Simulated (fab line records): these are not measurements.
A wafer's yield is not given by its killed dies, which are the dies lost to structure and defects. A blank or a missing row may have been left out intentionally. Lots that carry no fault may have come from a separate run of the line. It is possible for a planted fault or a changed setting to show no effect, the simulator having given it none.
Which tool is to blame? | flow n5Finfet | 32 wafers from 11 lots sampled at 5 of the route's 1938 steps

## WHAT THE GAUGES SHOWED, per wafer
N5_BEOL_M13_OCD_MEAS_35.
lot  | measured     | on     | trenchDepthNm (nm)
L883 | day 11 18:31 | ocd-02 | 411 405 414
L886 | day 12 13:35 | ocd-01 | 415 420 408
L887 | day 12 19:56 | ocd-02 | 419 413 415
L888 | day 13 01:24 | ocd-02 | 420 417 425
L891 | day 13 13:21 | ocd-02 | 423 422 429
L889 | day 13 20:13 | ocd-01 | 409 413
L898 | day 15 08:58 | ocd-01 | 411 404 409
L901 | day 15 17:55 | ocd-02 | 419 419 416
L899 | day 15 23:38 | ocd-02 | 419 411 412
L903 | day 16 20:57 | ocd-02 | 404 417 419
L905 | day 17 12:58 | ocd-01 | 412 403 397

N5_BEOL_M14_THK_MEAS_01.
lot  | measured     | on           | M14_ILD_THK (nm)
L883 | day 11 23:03 | filmMetro-02 | 1104 1126 1124
L886 | day 12 19:50 | filmMetro-01 | 1098 1087 1102
L887 | day 12 22:59 | filmMetro-01 | 1098 1124 1139
L888 | day 13 06:46 | filmMetro-01 | 1094 1115 1215
L891 | day 13 17:08 | filmMetro-01 | 1111 1099 1192
L889 | day 14 00:26 | filmMetro-01 | 1091 1206
L898 | day 15 12:47 | filmMetro-01 | 1099 1093 1118
L901 | day 15 21:50 | filmMetro-02 | 1130 1117 1142
L899 | day 16 01:53 | filmMetro-02 | 1143 1135 1153
L903 | day 17 00:46 | filmMetro-02 | 1103 1100 1099
L905 | day 17 16:08 | filmMetro-02 | 1136 1136 1137

## WHICH TOOL RAN EACH LOT (tool, then ch and the chambers of the sampled wafers, then the start)
lot  | N5_BEOL_M13_ETCH_67               | N5_BEOL_M13_DEP_53              | N5_BEOL_M14_ILD_DEP_00
L883 | rieDiel-03 ch 1,2, day 11 17:58   | pecvd-01 ch 0,1,2, day 11 22:45 | pecvd-03 ch 0,1,2, day 11 22:56
L886 | rieDiel-06 ch 0,1,2, day 12 13:02 | pecvd-01 ch 0,1, day 12 19:31   | pecvd-03 ch 1,2, day 12 19:39
L887 | rieDiel-06 ch 1,2,3, day 12 19:23 | pecvd-02 ch 0,1, day 12 22:35   | pecvd-03 ch 0,1, day 12 22:43
L888 | rieDiel-06 ch 0,1,2, day 13 00:51 | pecvd-01 ch 0,1,2, day 13 06:21 | pecvd-03 ch 0,1, day 13 06:30
L891 | rieDiel-06 ch 1,2,3, day 13 12:48 | pecvd-02 ch 0,1,2, day 13 16:49 | pecvd-03 ch 1,2, day 13 16:56
L889 | rieDiel-05 ch 1,3, day 13 19:40   | pecvd-01 ch 1, day 14 00:07     | pecvd-03 ch 1,2, day 14 00:14
L898 | rieDiel-03 ch 0,1,2, day 15 08:26 | pecvd-02 ch 1,2, day 15 12:28   | pecvd-04 ch 0,1, day 15 12:36
L901 | rieDiel-06 ch 1,3, day 15 17:23   | pecvd-02 ch 0,1,2, day 15 21:31 | pecvd-02 ch 1,2, day 15 21:39
L899 | rieDiel-05 ch 0,1, day 15 23:05   | pecvd-03 ch 0,2, day 16 01:34   | pecvd-02 ch 0,1,2, day 16 01:41
L903 | rieDiel-05 ch 0,3, day 16 20:24   | pecvd-03 ch 0,2, day 17 00:08   | pecvd-04 ch 0, day 17 00:20
L905 | rieDiel-03 ch 0,2, day 17 12:25   | pecvd-02 ch 0,1, day 17 15:49   | pecvd-02 ch 0,2, day 17 15:57
- N5_BEOL_M13_ETCH_67: etches SiARC in CF4, target depth 143 nm, time 238.3 s.
- N5_BEOL_M13_DEP_53: deposits SiCN from 3MS/NH3, target thk 50 nm, time 17.8 s.
- N5_BEOL_M14_ILD_DEP_00: deposits SiO2 from TEOS/O2, target thk 1119.3 nm, time 237.4 s.

## AS READ BY THE TOOLS THEMSELVES (means over the sampled wafers that have a number; for cases with no such wafer, the mark the record gives instead)
N5_BEOL_M13_ETCH_67.
lot  | tool       | biasW (W) | drypumpMotorCurrentA (A) | etchRfOnTimeS (s) | oesProductAu (a.u.) | rfVppV (V) | showerheadPlenumPTorr (Torr) | throttleValvePct (%)
L883 | rieDiel-03 | 36.00     | 5.3                      | 244               | 0.64                | 184.9      | 2.18                         | 15.45
L886 | rieDiel-06 | 35.90     | 5.6                      | 233               | 0.67                | 185.0      | 2.18                         | 15.67
L887 | rieDiel-06 | 36.02     | 5.6                      | 232               | 0.74                | 184.1      | 2.17                         | 15.55
L888 | rieDiel-06 | 35.97     | 5.6                      | 236               | 0.67                | 184.0      | 2.18                         | 15.67
L891 | rieDiel-06 | 35.98     | 5.6                      | 232               | 0.73                | 185.3      | 2.17                         | 15.57
L889 | rieDiel-05 | 36.00     | 5.2                      | 238               | 0.66                | 183.4      | 2.10                         | 15.44
L898 | rieDiel-03 | 36.07     | 5.7                      | 239               | 0.65                | 184.7      | 2.15                         | 15.46
L901 | rieDiel-06 | 36.03     | 5.5                      | 236               | 0.74                | 185.3      | 2.20                         | 15.49
L899 | rieDiel-05 | 36.09     | 4.9                      | 236               | 0.73                | 183.1      | 2.08                         | 15.45
L903 | rieDiel-05 | 35.94     | 5.1                      | 241               | 0.73                | 184.1      | 2.12                         | 15.51
L905 | rieDiel-03 | 36.11     | 5.9                      | 240               | 0.61                | 184.1      | 2.16                         | 15.51

N5_BEOL_M13_DEP_53.
lot  | tool     | showerheadPlenumPTorr (Torr) | throttleValvePct (%)
L883 | pecvd-01 | 4.151                        | 17.9
L886 | pecvd-01 | 4.154                        | 17.9
L887 | pecvd-02 | 4.151                        | 18.5
L888 | pecvd-01 | 4.151                        | 17.8
L891 | pecvd-02 | 4.143                        | 17.9
L889 | pecvd-01 | 4.152                        | 18.4
L898 | pecvd-02 | 4.142                        | 18.3
L901 | pecvd-02 | 4.143                        | 18.0
L899 | pecvd-03 | 4.149                        | 18.4
L903 | pecvd-03 | 4.165                        | 18.6
L905 | pecvd-02 | 4.161                        | 18.2

N5_BEOL_M14_ILD_DEP_00.
lot  | tool     | heaterPowerW (W) | showerheadPlenumPTorr (Torr) | throttleValvePct (%)
L883 | pecvd-03 | 623              | 8.34                         | 19.5
L886 | pecvd-03 | 656              | 8.35                         | 18.8
L887 | pecvd-03 | 493              | 8.34                         | 19.8
L888 | pecvd-03 | 510              | 8.33                         | 19.9
L891 | pecvd-03 | 619              | 8.35                         | 19.0
L889 | pecvd-03 | 644              | 8.34                         | 18.7
L898 | pecvd-04 | 537              | 8.38                         | 19.1
L901 | pecvd-02 | 491              | 8.31                         | 19.0
L899 | pecvd-02 | 464              | 8.31                         | 18.7
L903 | pecvd-04 | 651              | 8.38                         | 18.8
L905 | pecvd-02 | 391              | 8.30                         | 18.3

## THE ANSWER, worked out from the rows above alone
Rule: usual is defined by the lots themselves. The widest of any qualifying gaps counts: lots, ordered by their means at a reading, are off when they make up no more than a third of the lots, leave a main group of 4 or more, and stand apart from it by 3 or more times the standard deviation of that group's means. A main group whose means are all the same, to the digits that the tables above print for the reading, isn't used. A lot without any number at a reading at which 4 lots or more have one is off too. Where the step has rows for the other lots, those lots are counted as sound. After the gauges, taken in route order, come the tools' own readings; for these a lot's mean is taken, as printed above. At the first step where some lot is off, the reading lying furthest off is the one used; lots without a number count as furthest.
Nothing can be told from this: no lot is off at any reading shown.

## WHAT THE SIMULATOR PUT IN
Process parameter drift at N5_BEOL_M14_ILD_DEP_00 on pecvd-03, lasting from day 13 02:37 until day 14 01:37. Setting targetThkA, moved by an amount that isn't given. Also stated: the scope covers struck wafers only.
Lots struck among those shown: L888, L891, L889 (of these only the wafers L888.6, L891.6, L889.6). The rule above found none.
